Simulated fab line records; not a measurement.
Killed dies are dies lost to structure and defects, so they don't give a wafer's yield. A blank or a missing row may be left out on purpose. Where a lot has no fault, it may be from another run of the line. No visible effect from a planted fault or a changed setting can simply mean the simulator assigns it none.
fab line records	flow nand-harc	part 2 of 2: steps 5 to 6 of 6
[record] lots = 24	wafers = 72	last-day = 33
route steps=1302 shown A_CHANNEL_HOLE_D2@603 A_CHANNEL_FILL_D2@614 A_STAIRCASE@673
lots that met no fault: taken from a fault-free run of the same line
start-h: hours from the record's first day to the start of the lot's first wafer shown	wait-h: time in hours since the lot's previous step	" unchanged from the row above	L1.1+2: a single row standing in for several wafers	- no value, or no start given	* or withheld: withheld	< > ~ a bound
route shown NAME@n: NAME is a module with steps in the file, n the number in the route of the first one	usual: mean and standard deviation over wafers with no fault	same: alike in all rows	chamber/n: place in a boat	sites: each site's reading	_std_site: standard deviation across them	_edge_site: inner sites' mean taken away from outer sites' mean	radius-mm: for every site, how far away it sits from the centre of the wafer	mask NAME#n: copy n	behind: the last tool/chamber to shape the wafer	hold: cause of the lot's hold/its duration in hours/its outcome	device: transistor that didn't switch, given as n, p or np	end of line: the same wafers' tests at the end of the route	for a step that has no rows: nothing shown but its recipe	killed: dies that structure and defects cost at the first sort, which is not the same as the wafer's yield	map: the dies of a wafer, with x for killed, . for not killed, _ for no die there
set.NAME: the run value of the setting; set.NAME@STEP: its run value at that earlier step	model.NAME: the simulator's own value behind a step, which no gauge read
a sample of lots followed through the steps of the route, with each step as a table and each wafer as a row
services: from which hour (start-h, from the record's first day; less than 0 if before it) a tool's chamber was out of use, for how many hours, and why
[[steps]]
[step NHARC_A_STAIRCASE_TRIM_22]
[recipe] time-s = 211.2	o2-flow-sccm = 500	ar-flow-sccm = 0	bias-w = 0	chemistry = O2
[usual] drypump-motor-current-A = 5.9/0.45	oes-product-au = 0.999/0.01	rf-vpp-V = 57.5/0.8	showerhead-plenum-p-Torr = 3.47/0.14	throttle-valve-pct = 17.036/0.0092
lot.wafer	tool	chamber	start-h	wait-h	drypump-motor-current-A	oes-product-au	rf-hours-counter-h	rf-vpp-V	showerhead-plenum-p-Torr	throttle-valve-pct
L074.4	rie-diel-04	2	-	-	5.6	0.990	54	56.3	3.46	17.031
L074.1	"	3	"	"	5.6	1.007	54	57.6	3.31	17.043
L074.5	"	1	"	"	5.7	0.997	-	58.7	3.56	17.045
L075.1	rie-diel-05	3	-	-	5.8	0.994	35	56.7	3.34	17.024
L075.6	"	0	"	"	6.7	1.010	-	57.5	3.33	17.044
L075.5	"	1	"	"	5.3	1.014	-	57.7	3.39	17.049
L076.2	rie-diel-11	2	-	-	5.5	0.996	38	57.3	3.32	17.028
L076.3	"	3	"	"	5.4	0.988	33	58.2	3.79	17.039
L076.4	"	3	"	"	5.3	0.989	-	56.9	3.79	17.026
L078.3	rie-diel-04	1	-	-	5.7	1.005	8	56.0	3.56	17.034
L078.1	"	0	"	"	6.7	1.016	6	57.8	3.59	17.036
L078.5	"	1	"	"	5.7	1.002	-	57.7	3.56	17.021
L077.2	rie-diel-04	2	-	-	5.6	1.006	9	57.1	3.45	17.041
L077.6	"	0	"	"	6.6	1.010	-	58.2	3.59	17.018
L077.5	"	1	"	"	5.7	1.006	-	57.3	3.56	17.047
L079.3	rie-diel-04	1	-	-	5.7	0.992	17	58.6	3.55	17.037
L079.5	"	2	"	"	5.6	0.987	-	55.9	3.45	17.045
L079.6	"	3	"	"	5.6	0.984	-	57.8	3.30	17.030
L081.3	rie-diel-05	2	-	-	6.2	1.011	5	58.9	3.58	17.032
L081.2	"	3	"	"	5.7	0.996	5	56.3	3.33	17.040
L081.1	"	1	"	"	5.3	0.986	4	57.7	3.38	17.040
L080.4	rie-diel-05	1	-	-	5.3	0.988	4	56.8	3.38	17.033
L080.6	"	1	"	"	5.3	0.982	-	56.7	3.38	17.040
L080.5	"	2	"	"	6.2	1.001	-	56.8	3.58	17.039
L082.3	rie-diel-05	0	-	-	6.7	1.001	6	57.9	3.32	17.034
L082.5	"	0	"	"	6.7	1.004	-	57.7	3.32	17.042
L082.4	"	2	"	"	6.2	1.009	-	56.5	3.58	17.033
L083.1	rie-diel-04	1	-	-	5.7	0.994	31	58.4	3.54	17.038
L083.4	"	3	"	"	5.6	0.995	28	57.1	3.29	17.032
L083.6	"	1	"	"	5.7	0.998	-	57.4	3.54	17.045
L084.2	rie-diel-11	1	-	-	5.8	0.998	3	56.8	3.41	17.050
L084.3	"	3	"	"	5.4	1.002	4	57.7	3.77	17.043
L084.6	"	1	"	"	5.8	0.991	-	57.6	3.42	17.020
L085.3	rie-diel-05	1	-	-	5.3	0.987	10	55.6	3.37	17.027
L085.4	"	2	"	"	6.3	1.008	15	58.4	3.58	17.045
L085.2	"	0	"	"	6.7	1.020	14	56.8	3.32	17.055
L087.4	rie-diel-05	1	-	-	5.3	0.988	13	58.0	3.37	17.052
L087.2	"	2	"	"	6.2	1.004	17	57.6	3.58	17.039
L087.5	"	3	"	"	5.8	0.981	-	58.1	3.32	17.041
L086.1	rie-diel-04	2	-	-	5.6	1.003	33	58.2	3.44	17.043
L086.4	"	3	"	"	5.6	0.986	33	57.4	3.29	17.026
L086.6	"	3	"	"	5.6	0.987	-	56.7	3.29	17.028
L089.3	rie-diel-11	3	-	-	5.4	1.005	25	58.1	3.76	17.040
L089.4	"	0	"	"	6.3	0.995	23	58.2	3.46	17.017
L089.5	"	2	"	"	5.5	1.002	-	56.1	3.30	17.037
L088.2	rie-diel-04	3	-	-	5.6	0.992	46	56.3	3.28	17.047
L088.3	"	0	"	"	6.6	1.021	52	57.7	3.56	17.032
L088.5	"	3	"	"	5.6	1.001	-	55.5	3.28	17.029
L091.1	rie-diel-11	3	-	-	5.4	0.997	27	58.3	3.76	17.044
L091.3	"	0	"	"	6.3	0.980	26	56.5	3.46	17.021
L091.4	"	1	"	"	5.8	1.007	21	57.3	3.41	17.037
L090.3	rie-diel-04	0	-	-	6.6	1.011	55	57.1	3.56	17.026
L090.1	"	2	"	"	5.6	0.991	48	58.2	3.43	17.044
L090.6	"	1	"	"	5.7	1.006	-	57.3	3.53	17.032
L092.2	rie-diel-04	0	-	-	6.7	1.010	1	57.2	3.56	17.028
L092.1	"	1	"	"	5.7	0.987	1	57.1	3.53	17.037
L092.5	"	0	"	"	6.6	1.016	-	57.9	3.56	17.028
L094.1	rie-diel-04	2	-	-	5.6	0.995	1	58.2	3.43	17.023
L094.4	"	3	"	"	5.6	0.984	1	57.4	3.81	17.039
L094.5	"	3	"	"	5.6	0.987	-	58.8	3.81	17.036
L093.3	rie-diel-05	1	-	-	5.4	0.989	43	58.0	3.36	17.029
L093.6	"	1	"	"	5.4	0.994	-	57.0	3.36	17.042
L093.5	"	2	"	"	6.2	1.013	-	58.6	3.56	17.038
L096.1	rie-diel-04	3	-	-	5.6	0.980	7	57.4	3.80	17.052
L096.5	"	1	"	"	5.6	0.989	-	58.1	3.53	17.035
L096.6	"	2	"	"	5.6	1.002	-	56.9	3.43	17.019
L095.2	rie-diel-05	3	-	-	5.8	0.986	48	56.9	3.31	17.041
L095.6	"	3	"	"	5.8	0.988	-	56.1	3.31	17.031
L095.5	"	0	"	"	6.7	1.002	-	57.6	3.30	17.052
L097.4	rie-diel-04	3	-	-	5.6	0.994	11	58.2	3.80	17.045
L097.1	"	0	"	"	6.6	1.011	10	57.1	3.55	17.039
L097.5	"	2	"	"	5.6	0.994	-	57.1	3.42	17.038
[step NHARC_A_STAIRCASE_ETCH_23]
[recipe] target-depth-a = 1000	time-s = 40.5	ion-energy-ev = 400	c4f8-flow-sccm = 20	o2-flow-sccm = 10	ar-flow-sccm = withheld	rf-w = 600	bias-w = 1000	chemistry = C4F8/O2
[usual] oes-product-au = 0.944/0.013	rf-vpp-V = 893/5
lot.wafer	tool	chamber	start-h	wait-h	oes-product-au	rf-hours-counter-h	rf-vpp-V
L074.4	rie-diel-04	2	-	-	0.945	54	894
L074.1	"	1	"	"	0.955	45	896
L074.5	"	2	"	"	0.940	-	893
L075.1	rie-diel-05	1	-	-	0.952	35	890
L075.6	"	2	"	"	0.942	-	899
L075.5	"	3	"	"	0.950	-	889
L076.3	rie-diel-11	2	-	-	0.948	38	888
L076.2	"	3	"	"	0.942	33	906
L076.4	"	1	"	"	0.986	40	893
L078.1	rie-diel-04	3	-	-	0.949	7	886
L078.3	"	0	"	"	0.958	7	897
L078.5	"	2	"	"	0.947	-	893
L077.2	rie-diel-04	3	-	-	0.947	8	888
L077.6	"	3	"	"	0.937	-	888
L077.5	"	0	"	"	0.959	-	897
L079.3	rie-diel-04	1	-	-	0.949	17	897
L079.6	"	1	"	"	0.951	-	897
L079.5	"	2	"	"	0.923	-	894
L081.2	rie-diel-05	2	-	-	0.938	5	899
L081.3	"	3	"	"	0.934	5	888
L081.1	"	1	"	"	0.950	4	891
L080.4	rie-diel-05	3	-	-	0.952	6	889
L080.5	"	1	"	"	0.925	-	891
L080.6	"	2	"	"	0.955	-	897
L082.3	rie-diel-05	3	-	-	0.922	8	890
L082.4	"	0	"	"	0.945	-	888
L082.5	"	3	"	"	0.937	-	888
L083.4	rie-diel-04	3	-	-	0.925	28	887
L083.1	"	0	"	"	0.952	31	898
L083.6	"	2	"	"	0.927	-	893
L084.3	rie-diel-11	1	-	-	0.943	3	891
L084.2	"	2	"	"	0.964	3	889
L084.6	"	2	"	"	0.962	-	888
L085.4	rie-diel-05	3	-	-	0.948	15	888
L085.3	"	1	"	"	0.925	11	890
L085.2	"	2	"	"	0.943	15	896
L087.2	rie-diel-05	0	-	-	0.960	17	887
L087.4	"	2	"	"	0.970	17	897
L087.5	"	0	"	"	0.948	-	888
L086.4	rie-diel-04	1	-	-	0.954	37	897
L086.1	"	0	"	"	0.970	37	898
L086.6	"	1	"	"	0.950	-	897
L088.3	rie-diel-04	3	-	-	0.952	46	888
L088.2	"	1	"	"	0.974	51	897
L088.5	"	3	"	"	0.944	-	889
L089.3	rie-diel-11	1	-	-	0.925	19	892
L089.4	"	3	"	"	0.929	25	905
L089.5	"	2	"	"	0.932	-	887
L091.1	rie-diel-11	1	-	-	0.939	21	891
L091.4	"	2	"	"	0.959	23	889
L091.3	"	0	"	"	0.925	26	896
L090.3	rie-diel-04	3	-	-	0.950	49	886
L090.1	"	1	"	"	0.937	55	896
L090.6	"	3	"	"	0.948	-	886
L092.1	rie-diel-04	0	-	-	0.953	1	897
L092.2	"	3	"	"	0.917	1	905
L092.5	"	0	"	"	0.960	-	896
L094.1	rie-diel-04	1	-	-	0.939	1	896
L094.4	"	2	"	"	0.932	1	893
L094.5	"	1	"	"	0.933	-	896
L093.3	rie-diel-05	1	-	-	0.944	43	889
L093.6	"	1	"	"	0.932	-	890
L093.5	"	2	"	"	0.948	-	897
L096.1	rie-diel-04	1	-	-	0.943	7	896
L096.5	"	1	"	"	0.938	-	895
L096.6	"	2	"	"	0.943	-	892
L095.2	rie-diel-05	1	-	-	0.936	46	890
L095.5	"	3	"	"	0.940	-	887
L095.6	"	0	"	"	0.953	-	889
L097.4	rie-diel-04	2	-	-	0.933	11	892
L097.1	"	3	"	"	0.915	11	905
L097.5	"	1	"	"	0.936	-	895
[[services]]
tool	chamber	start-h	hours	kind
rie-diel-03	-	281.30	9.0	pm
rie-diel-05	-	296.14	1.3	repair
rie-diel-11	3	300.84	11.5	repair
rie-diel-05	-	313.51	12.1	repair
rie-diel-03	1	340.11	12.2	repair
rie-diel-03	2	351.00	1.5	repair
rie-diel-04	-	357.72	9.0	pm
rie-diel-11	1	368.49	3.0	repair
rie-diel-05	-	379.33	0.6	repair
rie-diel-11	0	382.77	2.6	repair
rie-diel-03	-	385.11	0.5	repair
rie-diel-05	2	387.19	2.6	repair
rie-diel-04	2	396.83	6.5	repair
rie-diel-05	-	406.66	9.0	pm
rie-diel-03	-	408.14	0.2	repair
rie-diel-03	3	408.38	2.0	repair
rie-diel-05	1	430.65	7.7	repair
rie-diel-11	-	433.46	9.0	pm
rie-diel-03	1	438.43	4.4	repair
rie-diel-04	3	453.51	2.3	repair
rie-diel-03	1	456.82	1.9	repair
rie-diel-03	-	458.30	9.0	pm
rie-diel-03	2	503.65	16.3	repair
rie-diel-04	-	534.72	9.0	pm
